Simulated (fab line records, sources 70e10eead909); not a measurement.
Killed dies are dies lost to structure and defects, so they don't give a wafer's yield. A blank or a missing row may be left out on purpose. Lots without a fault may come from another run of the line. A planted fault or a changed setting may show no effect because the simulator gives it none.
fab line records | flow nand_harc
record lots=24 wafers=72 last_day=25
route steps=1159 shown A_SOURCE_PLATE@423 A_ONON_D1@437 A_CHANNEL_HOLE_D1@463
lots that met no fault: from a run of the same line without faults
start_h: hours from the record's first day to the start of the lot's first wafer shown | wait_h: hours since the lot's step before | " the same as in the row above | L1.1+2: a row that stands for several wafers | - no value, or no start given | * or withheld: withheld | < > ~ a bound
route shown NAME@n: a module of which the file shows steps, and the number in the route of the first | usual: mean/standard deviation of fault-free wafers | same: alike in all rows | chamber/n: place in a boat | sites: the reading at each site | _std_site: their standard deviation | _edge_site: outer sites' mean less inner sites' | radius_mm: how far each site lies from the wafer's centre | mask NAME#n: copy n | behind: the tool/chamber that last shaped the wafer | hold: why the lot was held/for how many hours/how that ended | device: the transistor (n, p or np) that didn't switch | end of line: the same wafers' tests at the end of the route | a step without rows: its recipe alone | killed: dies lost to structure and defects at the first sort, not the wafer's yield | map: a wafer's dies, x killed, . not, _ none there
set.NAME: the setting as run; set.NAME@STEP: as run at that earlier step | model.NAME: the simulator's own value behind a step, which no gauge read
steps of the route over a sample of lots; a table a step, a row a wafer
services: from which hour (start_h, from the record's first day; less than 0 if before it) a tool's chamber was out of use, for how many hours, and why
## steps
# step NHARC_A_SOURCE_PLATE_INSPECT_08
# usual raw_defect_count=60/28
# columns lot.wafer tool chamber start_h wait_h raw_defect_count
L075.1 defect_inspect-01 - 154.00 0.0 18
L075.3 " - " " 17
L075.6 " - " " 46
L074.1 defect_inspect-01 - 154.02 0.0 34
L074.4 " - " " 44
L074.5 " - " " 35
L077.2 defect_inspect-01 - 174.01 0.0 29
L077.4 " - " " 58
L077.5 " - " " 38
L078.1 defect_inspect-02 - 174.02 0.0 14
L078.3 " - " " 42
L078.4 " - " " 38
L076.2 defect_inspect-02 - 174.03 0.0 59
L076.4 " - " " 59
L076.6 " - " " 40
L080.2 defect_inspect-02 - 184.46 0.0 47
L080.5 " - " " 53
L080.6 " - " " 61
L079.2 defect_inspect-01 - 184.46 0.0 44
L079.3 " - " " 87
L079.6 " - " " 62
L081.1 defect_inspect-02 - 201.00 0.0 39
L081.4 " - " " 34
L081.6 " - " " 42
L082.2 defect_inspect-02 - 207.86 0.0 59
L082.3 " - " " 40
L082.5 " - " " 41
L083.1 defect_inspect-01 - 212.99 0.0 40
L083.2 " - " " 49
L083.3 " - " " 30
L084.1 defect_inspect-02 - 219.19 0.0 56
L084.2 " - " " 44
L084.6 " - " " 90
L085.1 defect_inspect-01 - 219.19 0.0 60
L085.3 " - " " 166
L085.6 " - " " 130
L086.1 defect_inspect-01 - 241.70 0.0 45
L086.4 " - " " 15
L086.6 " - " " 69
L087.3 defect_inspect-01 - 241.71 0.0 40
L087.4 " - " " 47
L087.5 " - " " 62
L089.3 defect_inspect-01 - 241.71 0.0 64
L089.5 " - " " 101
L089.6 " - " " 89
L088.1 defect_inspect-01 - 246.40 0.0 36
L088.3 " - " " 54
L088.6 " - " " 25
L090.1 defect_inspect-01 - 259.79 0.0 87
L090.3 " - " " 91
L090.6 " - " " 82
L091.1 defect_inspect-01 - 259.81 0.0 76
L091.3 " - " " 74
L091.4 " - " " 67
L092.1 defect_inspect-02 - 268.65 0.0 94
L092.3 " - " " 51
L092.6 " - " " 43
L093.2 defect_inspect-02 - 278.86 0.0 31
L093.4 " - " " 53
L093.5 " - " " 33
L094.1 defect_inspect-01 - 278.86 0.0 76
L094.3 " - " " 63
L094.5 " - " " 77
L096.1 defect_inspect-02 - 288.28 0.0 67
L096.5 " - " " 42
L096.6 " - " " 67
L095.1 defect_inspect-01 - 288.28 0.0 70
L095.2 " - " " 65
L095.3 " - " " 105
L097.2 defect_inspect-02 - 294.37 0.0 71
L097.3 " - " " 75
L097.5 " - " " 49
# step NHARC_A_ONON_D1_THK_MEAS_18
# recipe thk_meas_gauge=ellipsometry
# usual thk_nm=1001/7.8
# columns lot.wafer tool chamber start_h wait_h thk_nm
L075.1 film_metro-01 - 163.95 - 999
L075.3 " - " " 1000
L075.6 " - " " 998
L074.1 film_metro-02 - 164.30 - 997
L074.4 " - " " 996
L074.5 " - " " 994
L076.2 film_metro-01 - 183.99 - 992
L076.4 " - " " 994
L076.6 " - " " 995
L077.2 film_metro-01 - 184.00 - 1001
L077.4 " - " " 1000
L077.5 " - " " 1000
L078.1 film_metro-02 - 184.00 - 1013
L078.3 " - " " 1012
L078.4 " - " " 1016
L080.2 film_metro-01 - 197.96 - 999
L080.5 " - " " 999
L080.6 " - " " 1001
L079.2 film_metro-01 - 197.98 - 1010
L079.3 " - " " 1009
L079.6 " - " " 1007
L081.1 film_metro-01 - 211.01 - 1002
L081.4 " - " " 1002
L081.6 " - " " 1003
L082.2 film_metro-01 - 217.81 - 1004
L082.3 " - " " 1004
L082.5 " - " " 1004
L083.1 film_metro-02 - 225.01 - 994
L083.2 " - " " 992
L083.3 " - " " 993
L085.1 film_metro-01 - 229.11 - 998
L085.3 " - " " 997
L085.6 " - " " 998
L084.1 film_metro-02 - 229.12 - 997
L084.2 " - " " 998
L084.6 " - " " 998
L089.3 film_metro-01 - 253.65 - 1009
L089.5 " - " " 1010
L089.6 " - " " 1009
L086.1 film_metro-02 - 253.65 - 1002
L086.4 " - " " 1001
L086.6 " - " " 1002
L087.3 film_metro-02 - 253.69 - 1006
L087.4 " - " " 1007
L087.5 " - " " 1007
L088.1 film_metro-01 - 257.15 - 1010
L088.3 " - " " 1009
L088.6 " - " " 1009
L091.1 film_metro-01 - 269.89 - 982
L091.3 " - " " 983
L091.4 " - " " 983
L090.1 film_metro-02 - 269.89 - 1004
L090.3 " - " " 1002
L090.6 " - " " 1003
L092.1 film_metro-02 - 279.75 - 1003
L092.3 " - " " 1003
L092.6 " - " " 1002
L094.1 film_metro-01 - 289.74 - 993
L094.3 " - " " 992
L094.5 " - " " 993
L093.2 film_metro-01 - 289.77 - 1002
L093.4 " - " " 1003
L093.5 " - " " 1002
L096.1 film_metro-01 - 299.34 - 1018
L096.5 " - " " 1020
L096.6 " - " " 1017
L095.1 film_metro-02 - 299.35 - 991
L095.2 " - " " 992
L095.3 " - " " 991
L097.2 film_metro-02 - 308.26 - 993
L097.3 " - " " 993
L097.5 " - " " 993
# step NHARC_A_CHANNEL_HOLE_D1_OVL_MEAS_11
# usual overlay_x_nm=0.5/0.89 overlay_y_nm=0.0/0.76
# columns lot.wafer tool chamber start_h wait_h overlay_x_nm overlay_y_nm
L074.1 overlay-01 - 172.20 - -0.8 -1.1
L074.4 " - " " -0.4 -0.9
L074.5 " - " " -0.5 -1.0
L075.1 overlay-02 - 172.77 - 1.8 -0.6
L075.3 " - " " 1.1 -0.8
L075.6 " - " " 0.9 -0.7
L076.2 overlay-01 - 189.55 - -1.0 -0.3
L076.4 " - " " -1.1 -0.3
L076.6 " - " " -0.4 0.4
L078.1 overlay-01 - 189.87 - 0.4 -0.7
L078.3 " - " " -0.2 -0.1
L078.4 " - " " -0.2 -0.3
L077.2 overlay-01 - 190.04 - 0.6 0.8
L077.4 " - " " 0.2 0.3
L077.5 " - " " 0.4 0.2
L080.2 overlay-01 - 203.46 - 1.7 0.4
L080.5 " - " " 1.1 0.3
L080.6 " - " " 1.9 0.2
L079.2 overlay-02 - 205.06 - 0.3 1.6
L079.3 " - " " 0.6 1.3
L079.6 " - " " -0.2 0.8
L081.1 overlay-02 - 216.69 - -0.8 0.2
L081.4 " - " " -1.1 1.1
L081.6 " - " " -0.3 0.3
L082.2 overlay-02 - 223.75 - -0.2 -1.0
L082.3 " - " " -0.3 -0.7
L082.5 " - " " -0.2 -0.5
L083.1 overlay-02 - 230.67 - 1.4 0.2
L083.2 " - " " 1.3 0.4
L083.3 " - " " 1.4 0.9
L084.1 overlay-02 - 234.61 - 1.1 1.1
L084.2 " - " " 1.1 1.2
L084.6 " - " " 0.7 1.3
L085.1 overlay-02 - 235.12 - 1.4 0.3
L085.3 " - " " 1.8 0.5
L085.6 " - " " 1.2 0.5
L086.1 overlay-02 - 259.14 - 0.4 -0.6
L086.4 " - " " 0.3 -0.4
L086.6 " - " " -0.1 -0.8
L087.3 overlay-01 - 259.44 - 0.6 0.2
L087.4 " - " " 0.3 -0.2
L087.5 " - " " 1.2 -0.5
L089.3 overlay-01 - 260.61 - -0.7 -1.4
L089.5 " - " " -0.8 -1.7
L089.6 " - " " -0.8 -0.9
L088.1 overlay-01 - 262.99 - 1.1 -0.7
L088.3 " - " " 1.2 -0.4
L088.6 " - " " 0.7 -0.9
L091.1 overlay-01 - 275.50 - 0.3 0.3
L091.3 " - " " 0.3 0.2
L091.4 " - " " 1.5 -0.6
L090.1 overlay-02 - 275.66 - 0.1 0.2
L090.3 " - " " 0.6 -0.1
L090.6 " - " " 0.4 0.2
L092.1 overlay-02 - 286.17 - 1.2 -0.6
L092.3 " - " " 0.8 -0.5
L092.6 " - " " 0.8 0.1
L094.1 overlay-01 - 295.79 - -0.4 -0.6
L094.3 " - " " 0.1 0.1
L094.5 " - " " 0.0 0.1
L093.2 overlay-01 - 296.40 - -0.7 -1.5
L093.4 " - " " -0.1 -1.9
L093.5 " - " " -1.1 -1.1
L096.1 overlay-02 - 306.61 - 1.5 0.5
L096.5 " - " " 1.5 1.0
L096.6 " - " " 1.6 0.3
L095.1 overlay-02 - 307.19 - 1.3 -0.3
L095.2 " - " " 1.6 0.3
L095.3 " - " " 1.6 0.4
L097.2 overlay-02 - 314.66 - 2.0 0.0
L097.3 " - " " 2.4 1.1
L097.5 " - " " 2.4 0.7
# step NHARC_A_CHANNEL_HOLE_D1_INSPECT_12
# usual raw_defect_count=6/3.2
# columns lot.wafer tool chamber start_h wait_h raw_defect_count
L074.1 defect_inspect-01 - 172.24 0.0 3
L074.4 " - " " 0
L074.5 " - " " 1
L075.1 defect_inspect-01 - 172.81 0.0 2
L075.3 " - " " 6
L075.6 " - " " 3
L076.2 defect_inspect-01 - 189.59 0.0 9
L076.4 " - " " 10
L076.6 " - " " 6
L078.1 defect_inspect-02 - 189.90 0.0 1
L078.3 " - " " 2
L078.4 " - " " 6
L077.2 defect_inspect-01 - 190.08 0.0 4
L077.4 " - " " 5
L077.5 " - " " 5
L080.2 defect_inspect-02 - 203.49 0.0 2
L080.5 " - " " 2
L080.6 " - " " 3
L079.2 defect_inspect-02 - 205.09 0.0 3
L079.3 " - " " 6
L079.6 " - " " 4
L081.1 defect_inspect-01 - 216.72 0.0 5
L081.4 " - " " 13
L081.6 " - " " 4
L082.2 defect_inspect-01 - 223.79 0.0 3
L082.3 " - " " 3
L082.5 " - " " 4
L083.1 defect_inspect-01 - 230.70 0.0 5
L083.2 " - " " 6
L083.3 " - " " 3
L084.1 defect_inspect-01 - 234.64 0.0 4
L084.2 " - " " 6
L084.6 " - " " 12
L085.1 defect_inspect-01 - 235.16 0.0 5
L085.3 " - " " 16
L085.6 " - " " 9
L086.1 defect_inspect-01 - 259.18 0.0 5
L086.4 " - " " 4
L086.6 " - " " 3
L087.3 defect_inspect-01 - 259.48 0.0 2
L087.4 " - " " 4
L087.5 " - " " 5
L089.3 defect_inspect-01 - 260.65 0.0 10
L089.5 " - " " 8
L089.6 " - " " 9
L088.1 defect_inspect-01 - 263.03 0.0 5
L088.3 " - " " 8
L088.6 " - " " 7
L091.1 defect_inspect-01 - 275.54 0.0 7
L091.3 " - " " 4
L091.4 " - " " 4
L090.1 defect_inspect-01 - 275.70 0.0 13
L090.3 " - " " 10
L090.6 " - " " 8
L092.1 defect_inspect-02 - 286.21 0.0 4
L092.3 " - " " 5
L092.6 " - " " 6
L094.1 defect_inspect-01 - 295.82 0.0 10
L094.3 " - " " 5
L094.5 " - " " 4
L093.2 defect_inspect-02 - 296.43 0.0 4
L093.4 " - " " 2
L093.5 " - " " 2
L096.1 defect_inspect-01 - 306.65 0.0 7
L096.5 " - " " 5
L096.6 " - " " 7
L095.1 defect_inspect-01 - 307.23 0.0 3
L095.2 " - " " 8
L095.3 " - " " 6
L097.2 defect_inspect-01 - 314.70 0.0 4
L097.3 " - " " 6
L097.5 " - " " 4
# step NHARC_A_CHANNEL_HOLE_D1_ETCH_38
# recipe target_depth_a=390 over_etch_frac=0.3 time_s=65 ion_energy_ev=80 cf4_flow_sccm=150 ar_flow_sccm=0 rf_w=300 bias_w=100 chemistry=CF4
# usual bias_w=100.0/0.34 cf4_flow_sccm=150.0/0.41 drypump_motor_current_A=5.7/0.42 mfc_ar_sccm=0.007/0.0088 oes_product_au=0.995/0.01 rf_vpp_V=151.8/1.1 showerhead_plenum_p_Torr=1.82/0.062 throttle_valve_pct=13.284/0.0098
# columns lot.wafer tool chamber start_h wait_h bias_w cf4_flow_sccm drypump_motor_current_A mfc_ar_sccm oes_product_au rf_hours_counter_h rf_vpp_V showerhead_plenum_p_Torr throttle_valve_pct
L074.4 rie_diel-01 3 172.40 0.1 99.8 149.8 6.4 0 0.999 1 151.1 1.83 13.274
L074.1 " 0 " " 100.4 150.3 6.5 0.030 0.991 2 151.8 1.89 13.273
L074.5 " 1 " " 100.0 149.3 5.2 0 0.980 - 151.1 1.79 13.275
L075.1 rie_diel-10 1 172.97 0.1 100.4 149.7 5.4 0.016 1.009 12 154.1 1.83 13.294
L075.3 " 2 " " 99.9 150.3 5.4 0.016 0.992 11 153.0 1.88 13.301
L075.6 " 3 " " 99.6 149.9 5.2 0 0.998 - 151.7 1.88 13.297
L076.2 rie_diel-10 3 189.75 0.1 100.1 150.0 5.2 0 0.985 1 153.0 1.88 13.281
L076.6 " 0 " " 100.0 149.0 5.9 0 1.009 - 151.3 1.71 13.280
L076.4 " 2 " " 99.9 149.3 5.4 0.016 1.002 - 151.8 1.88 13.288
L078.4 rie_diel-01 0 190.05 0.1 100.2 150.1 6.5 0.030 0.992 3 151.8 1.89 13.278
L078.3 " 1 " " 99.6 150.1 5.2 0 0.983 3 149.7 1.79 13.306
L078.1 " 3 " " 100.2 149.4 6.3 0 0.983 2 152.1 1.83 13.283
L077.2 rie_diel-03 1 190.22 0.1 100.1 149.4 5.9 0.012 1.005 9 153.9 1.88 13.298
L077.4 " 3 " " 100.1 150.6 5.5 0.010 0.994 9 149.7 1.85 13.302
L077.5 " 1 " " 99.9 150.0 6.0 0.012 0.991 - 151.9 1.88 13.289
L080.2 rie_diel-03 2 203.64 0.1 100.0 150.0 5.4 0 1.000 10 152.8 1.84 13.271
L080.6 " 1 " " 100.5 149.3 6.0 0.012 1.004 - 153.1 1.88 13.265
L080.5 " 2 " " 99.2 149.5 5.4 0 1.000 - 152.9 1.84 13.272
L079.3 rie_diel-01 2 205.25 0.1 100.3 149.8 6.2 0 0.994 4 150.6 1.74 13.293
L079.2 " 3 " " 99.7 150.0 6.4 0 0.995 3 152.4 1.83 13.290
L079.6 " 0 " " 100.3 150.7 6.5 0.030 0.992 - 153.0 1.89 13.279
L081.4 rie_diel-10 1 216.88 0.1 100.1 149.9 5.5 0.016 1.004 1 150.4 1.83 13.301
L081.1 " 3 " " 99.8 149.8 5.2 0 0.989 3 152.8 1.88 13.284
L081.6 " 1 " " 100.4 150.0 5.5 0.016 1.015 - 151.3 1.83 13.284
L082.3 rie_diel-01 3 223.94 0.1 100.2 150.3 6.4 0 0.987 5 150.9 1.83 13.265
L082.2 " 0 " " 99.7 149.8 6.5 0.030 0.995 5 152.6 1.89 13.288
L082.5 " 3 " " 100.2 150.0 6.4 0 0.989 - 153.4 1.83 13.284
L083.2 rie_diel-03 1 230.85 0.1 100.1 150.7 6.0 0.012 0.978 0 151.2 1.88 13.303
L083.3 " 2 " " 100.6 149.5 5.3 0 0.997 0 151.9 1.84 13.291
L083.1 " 0 " " 99.6 150.4 5.9 0.006 0.988 0 149.5 1.72 13.288
L084.2 rie_diel-10 2 234.80 0.1 100.2 149.3 5.3 0.016 1.001 4 153.8 1.88 13.283
L084.1 " 3 " " 100.1 150.1 5.2 0 0.991 4 153.3 1.88 13.284
L084.6 " 1 " " 100.6 150.5 5.5 0.016 1.017 - 153.1 1.83 13.292
L085.3 rie_diel-03 3 235.31 0.1 99.8 150.1 5.5 0.010 0.994 1 154.3 1.85 13.287
L085.1 " 0 " " 99.4 149.6 5.9 0.006 0.994 1 150.4 1.72 13.270
L085.6 " 3 " " 99.5 150.3 5.5 0.010 0.987 - 151.7 1.85 13.294
L086.4 rie_diel-10 3 259.33 0.1 99.9 149.9 5.2 0 0.982 6 151.8 1.87 13.276
L086.1 " 1 " " 100.0 149.9 5.4 0.016 1.012 4 151.9 1.83 13.268
L086.6 " 2 " " 99.4 149.9 5.3 0.016 0.993 - 152.8 1.88 13.271
L087.4 rie_diel-01 0 259.62 0.1 99.9 150.0 6.5 0.030 0.984 7 153.6 1.89 13.295
L087.3 " 3 " " 99.9 150.4 6.3 0 0.983 7 151.8 1.83 13.293
L087.5 " 1 " " 99.4 150.0 5.2 0 0.988 - 152.3 1.78 13.265
L089.3 rie_diel-03 1 260.79 0.1 99.6 149.8 5.9 0.012 0.987 2 151.6 1.88 13.283
L089.5 " 1 " " 100.5 149.6 5.9 0.012 0.995 - 153.2 1.88 13.286
L089.6 " 2 " " 99.5 150.1 5.3 0 1.008 - 152.8 1.84 13.278
L088.3 rie_diel-03 3 263.18 0.1 99.9 149.9 5.5 0.010 0.980 3 150.7 1.85 13.281
L088.1 " 1 " " 100.8 149.9 6.0 0.012 0.979 2 153.0 1.88 13.281
L088.6 " 0 " " 100.2 149.6 5.9 0.006 0.992 - 152.3 1.72 13.295
L091.4 rie_diel-10 1 275.68 0.1 100.1 150.2 5.4 0.016 1.007 5 151.6 1.83 13.282
L091.3 " 2 " " 100.1 149.5 5.3 0.016 0.998 7 154.0 1.88 13.276
L091.1 " 0 " " 99.8 149.7 5.9 0 1.006 7 148.9 1.71 13.264
L090.1 rie_diel-03 0 275.87 0.1 99.4 149.6 5.9 0.006 0.991 3 150.8 1.72 13.306
L090.3 " 3 " " 100.7 149.8 5.5 0.010 0.990 3 152.7 1.85 13.281
L090.6 " 1 " " 99.4 150.8 5.9 0.012 0.988 - 153.2 1.88 13.300
L092.3 rie_diel-01 2 286.35 0.1 100.3 150.8 6.2 0 1.000 8 150.6 1.74 13.270
L092.1 " 0 " " 100.0 149.9 6.5 0.030 0.994 8 152.8 1.89 13.288
L092.6 " 2 " " 100.5 149.5 6.2 0 0.988 - 151.8 1.74 13.283
L094.3 rie_diel-03 3 295.97 0.1 100.4 149.7 5.5 0.010 0.998 5 151.7 1.85 13.281
L094.1 " 2 " " 100.6 149.9 5.4 0 0.992 4 152.2 1.84 13.268
L094.5 " 3 " " 99.3 149.3 5.6 0.010 0.977 - 151.0 1.85 13.300
L093.4 rie_diel-01 1 296.58 0.1 99.9 149.9 5.2 0 1.001 9 149.3 1.78 13.303
L093.2 " 2 " " 99.8 149.7 6.2 0 0.998 9 152.4 1.74 13.284
L093.5 " 1 " " 100.2 150.0 5.2 0 0.989 - 152.0 1.78 13.284
L096.1 rie_diel-03 3 306.80 0.1 100.2 150.3 5.5 0.010 0.989 6 152.6 1.85 13.278
L096.6 " 3 " " 100.4 150.2 5.5 0.010 0.993 - 153.1 1.85 13.284
L096.5 " 0 " " 99.6 150.3 5.9 0.006 0.988 - 149.9 1.72 13.284
L095.1 rie_diel-10 1 307.39 0.1 99.6 149.9 5.5 0.016 1.016 8 151.0 1.83 13.277
L095.2 " 3 " " 99.9 150.5 5.2 0 1.000 9 153.1 1.87 13.295
L095.3 " 0 " " 99.6 149.4 5.9 0 1.015 8 152.0 1.71 13.291
L097.2 rie_diel-03 1 314.86 0.1 100.3 150.3 5.9 0.012 0.979 5 153.1 1.87 13.300
L097.3 " 3 " " 100.0 150.0 5.5 0.010 0.983 6 150.8 1.85 13.273
L097.5 " 1 " " 100.7 149.9 5.9 0.012 0.982 - 152.0 1.87 13.284
# step NHARC_A_CHANNEL_HOLE_D1_ETCH_44
# recipe target_depth_a=1400 overetch_a=140 time_s=77 ion_energy_ev=100 cf4_flow_sccm=80 o2_flow_sccm=20 ar_flow_sccm=0 rf_w=300 bias_w=100 chemistry=CF4/O2
# usual bias_w=100.03/0.29 cf4_flow_sccm=79.96/0.23 drypump_motor_current_A=5.7/0.43 mfc_ar_sccm=0.007/0.009 oes_product_au=0.995/0.011 rf_vpp_V=198.7/1.3 showerhead_plenum_p_Torr=1.38/0.049 throttle_valve_pct=13.396/0.0083
# columns lot.wafer tool chamber start_h wait_h bias_w cf4_flow_sccm drypump_motor_current_A mfc_ar_sccm oes_product_au rf_hours_counter_h rf_vpp_V showerhead_plenum_p_Torr throttle_valve_pct
L074.1 rie_diel-01 2 178.19 0.1 99.93 80.02 6.2 0 0.994 2.3 197.4 1.31 13.402
L074.4 " 1 " " 99.53 79.94 5.2 0 0.995 2.2 197.9 1.35 13.399
L074.5 " 2 " " 100.25 79.88 6.2 0 0.992 - 198.3 1.31 13.386
L075.1 rie_diel-03 0 180.48 0.1 100.03 79.82 5.9 0.006 0.989 9.4 195.4 1.30 13.380
L075.3 " 2 " " 99.44 80.12 5.3 0 0.993 9.0 200.0 1.39 13.386
L075.6 " 0 " " 100.08 79.68 5.9 0.006 0.980 - 195.6 1.30 13.391
L076.4 rie_diel-03 1 195.78 0.0 100.15 80.20 5.9 0.012 1.011 9.9 200.0 1.42 13.391
L076.2 " 0 " " 100.33 79.58 5.9 0.006 0.997 10.5 198.4 1.30 13.404
L076.6 " 1 " " 100.14 80.16 5.9 0.012 0.996 - 199.8 1.42 13.393
L078.3 rie_diel-10 2 195.88 0.1 99.68 79.92 5.3 0.016 1.006 1.9 199.0 1.42 13.399
L078.1 " 0 " " 99.91 79.65 5.9 0 1.021 1.9 197.1 1.29 13.410
L078.4 " 2 " " 100.03 79.92 5.3 0.016 1.010 - 199.1 1.42 13.399
L077.2 rie_diel-03 1 199.96 0.1 100.02 79.76 6.0 0.012 1.001 10.1 201.6 1.42 13.398
L077.4 " 3 " " 100.53 80.15 5.5 0.010 0.991 9.2 199.0 1.40 13.383
L077.5 " 0 " " 99.99 79.84 5.9 0.006 0.995 - 196.7 1.30 13.400
L080.2 rie_diel-01 1 209.44 0.1 100.47 79.94 5.2 0 0.982 3.9 198.6 1.35 13.399
L080.6 " 0 " " 99.58 79.99 6.5 0.030 0.985 - 199.5 1.43 13.408
L080.5 " 1 " " 100.28 79.84 5.2 0 0.996 - 199.3 1.35 13.407
L079.2 rie_diel-03 1 211.12 0.1 100.26 79.73 5.9 0.012 1.007 11.0 199.3 1.42 13.395
L079.3 " 3 " " 100.01 79.99 5.5 0.010 0.991 10.2 199.2 1.40 13.400
L079.6 " 3 " " 99.99 79.86 5.5 0.010 0.988 - 198.9 1.40 13.394
L081.1 rie_diel-10 1 222.84 0.1 100.11 79.89 5.4 0.016 1.012 1.8 199.1 1.38 13.410
L081.6 " 1 " " 100.20 79.76 5.4 0.016 1.022 - 198.6 1.38 13.390
L081.4 " 3 " " 100.28 79.86 5.2 0 0.977 - 198.3 1.42 13.407
L082.3 rie_diel-10 2 229.78 0.1 100.16 80.05 5.4 0.016 1.001 3.7 200.8 1.42 13.402
L082.2 " 0 " " 99.65 80.15 5.9 0 1.001 3.7 197.5 1.29 13.394
L082.5 " 2 " " 100.20 79.83 5.3 0.016 0.992 - 199.4 1.42 13.406
L083.3 rie_diel-01 1 236.71 0.1 99.71 79.91 5.2 0 0.986 5.4 196.9 1.35 13.404
L083.1 " 3 " " 99.82 79.68 6.4 0 0.983 5.7 200.0 1.38 13.396
L083.2 " 0 " " 99.90 80.36 6.6 0.030 0.989 5.6 199.4 1.43 13.400
L084.2 rie_diel-01 3 240.65 0.1 100.12 80.09 6.3 0 0.991 6.0 197.6 1.38 13.395
L084.1 " 1 " " 100.15 80.04 5.2 0 0.993 5.7 197.7 1.35 13.402
L084.6 " 1 " " 100.19 79.84 5.2 0 0.990 - 198.3 1.35 13.397
L085.1 rie_diel-10 0 241.14 0.1 99.75 80.35 5.9 0 1.007 4.6 197.2 1.29 13.401
L085.3 " 1 " " 100.11 80.01 5.4 0.016 1.009 2.6 198.6 1.38 13.408
L085.6 " 2 " " 100.47 79.77 5.4 0.016 0.999 - 200.3 1.42 13.405
L086.1 rie_diel-01 0 265.19 0.1 99.90 79.98 6.5 0.030 0.985 7.4 198.7 1.43 13.385
L086.4 " 1 " " 99.86 80.23 5.2 0 0.997 7.3 198.2 1.35 13.403
L086.6 " 1 " " 99.98 80.07 5.2 0 0.982 - 198.0 1.35 13.398
L087.4 rie_diel-03 1 265.43 0.1 100.26 80.12 5.9 0.012 0.987 2.7 200.4 1.42 13.394
L087.3 " 0 " " 100.19 79.72 5.9 0.006 0.986 2.9 198.0 1.30 13.402
L087.5 " 1 " " 100.21 80.03 6.0 0.012 0.976 - 198.5 1.42 13.388
L089.3 rie_diel-10 2 269.36 0.1 99.51 80.13 5.4 0.016 0.980 6.7 197.8 1.42 13.395
L089.5 " 0 " " 100.17 79.81 5.9 0 1.012 - 196.1 1.29 13.393
L089.6 " 1 " " 100.38 79.65 5.4 0.016 1.002 - 197.8 1.38 13.381
L088.1 rie_diel-10 3 272.99 0.0 100.59 80.34 5.2 0 0.986 7.1 197.9 1.42 13.380
L088.3 " 1 " " 99.97 80.11 5.4 0.016 1.008 5.1 198.1 1.38 13.400
L088.6 " 3 " " 100.00 80.13 5.2 0 0.995 - 199.7 1.42 13.400
L091.3 rie_diel-10 2 281.53 0.1 99.62 80.15 5.4 0.016 1.002 7.8 199.2 1.42 13.393
L091.1 " 3 " " 99.79 79.76 5.2 0 0.988 7.8 199.8 1.42 13.394
L091.4 " 0 " " 100.05 80.04 5.9 0 1.015 7.7 196.1 1.29 13.408
L090.3 rie_diel-01 2 281.80 0.2 99.50 80.12 6.2 0 0.995 7.5 197.7 1.31 13.394
L090.1 " 3 " " 99.92 79.85 6.3 0 1.000 8.1 198.8 1.38 13.384
L090.6 " 1 " " 99.92 80.11 5.2 0 0.994 - 199.2 1.35 13.409
L092.3 rie_diel-03 3 292.17 0.1 100.20 79.52 5.5 0.010 0.994 4.4 200.5 1.40 13.388
L092.1 " 0 " " 100.18 80.18 5.9 0.006 0.993 3.8 196.3 1.30 13.390
L092.6 " 2 " " 99.45 80.14 5.4 0 0.990 - 198.5 1.39 13.409
L094.3 rie_diel-01 2 301.77 0.1 100.22 79.90 6.2 0 0.985 9.5 197.8 1.31 13.396
L094.1 " 1 " " 99.94 80.02 5.2 0 1.002 9.8 197.3 1.35 13.396
L094.5 " 3 " " 100.04 80.25 6.3 0 0.986 - 198.8 1.38 13.379
L093.4 rie_diel-03 3 302.47 0.1 99.93 79.75 5.5 0.010 0.989 5.4 200.0 1.40 13.388
L093.2 " 0 " " 100.21 79.72 5.9 0.006 0.995 4.9 197.0 1.30 13.396
L093.5 " 1 " " 100.03 80.00 5.9 0.012 0.985 - 198.9 1.42 13.396
L096.1 rie_diel-10 0 312.66 0.1 100.20 80.35 5.9 0 1.003 9.6 197.2 1.28 13.396
L096.5 " 3 " " 99.78 80.14 5.2 0 0.985 - 199.5 1.42 13.388
L096.6 " 0 " " 100.48 79.95 5.9 0 1.012 - 197.5 1.28 13.382
L095.2 rie_diel-03 1 316.82 0.1 99.72 79.78 5.9 0.012 0.983 6.2 200.4 1.42 13.406
L095.3 " 2 " " 100.44 80.11 5.3 0 1.007 6.6 198.2 1.39 13.397
L095.1 " 3 " " 99.87 79.90 5.5 0.010 0.980 6.8 199.6 1.40 13.383
L097.2 rie_diel-10 2 326.08 0.0 100.04 79.93 5.4 0.016 1.001 10.2 200.3 1.42 13.387
L097.3 " 0 " " 100.46 79.69 5.9 0 1.015 10.1 198.1 1.28 13.406
L097.5 " 2 " " 99.65 80.12 5.3 0.016 1.002 - 200.1 1.42 13.397
## services
# columns tool chamber start_h hours kind
rie_diel-01 3 154.72 5.2 repair
rie_diel-03 0 170.07 - clean
rie_diel-03 1 170.07 - clean
rie_diel-03 2 170.07 - clean
rie_diel-03 3 170.07 - clean
rie_diel-10 - 176.50 9.0 pm
rie_diel-03 0 194.57 - clean
rie_diel-03 1 194.57 - clean
rie_diel-03 2 194.57 - clean
rie_diel-03 3 194.57 - clean
rie_diel-03 2 209.90 19.0 repair
rie_diel-03 - 215.30 9.0 pm
rie_diel-03 0 215.30 9.0 vent_cycle
rie_diel-03 1 215.30 9.0 vent_cycle
rie_diel-03 3 215.30 9.0 vent_cycle
rie_diel-10 2 218.86 5.8 repair
rie_diel-03 0 224.30 - clean
rie_diel-03 1 224.30 - clean
rie_diel-01 2 235.86 13.9 repair
rie_diel-10 0 289.48 9.3 repair
rie_diel-10 2 305.05 11.3 repair
rie_diel-03 0 313.62 5.5 repair
rie_diel-01 - 314.82 9.0 pm
rie_diel-10 2 317.76 3.8 repair
## key
fault none
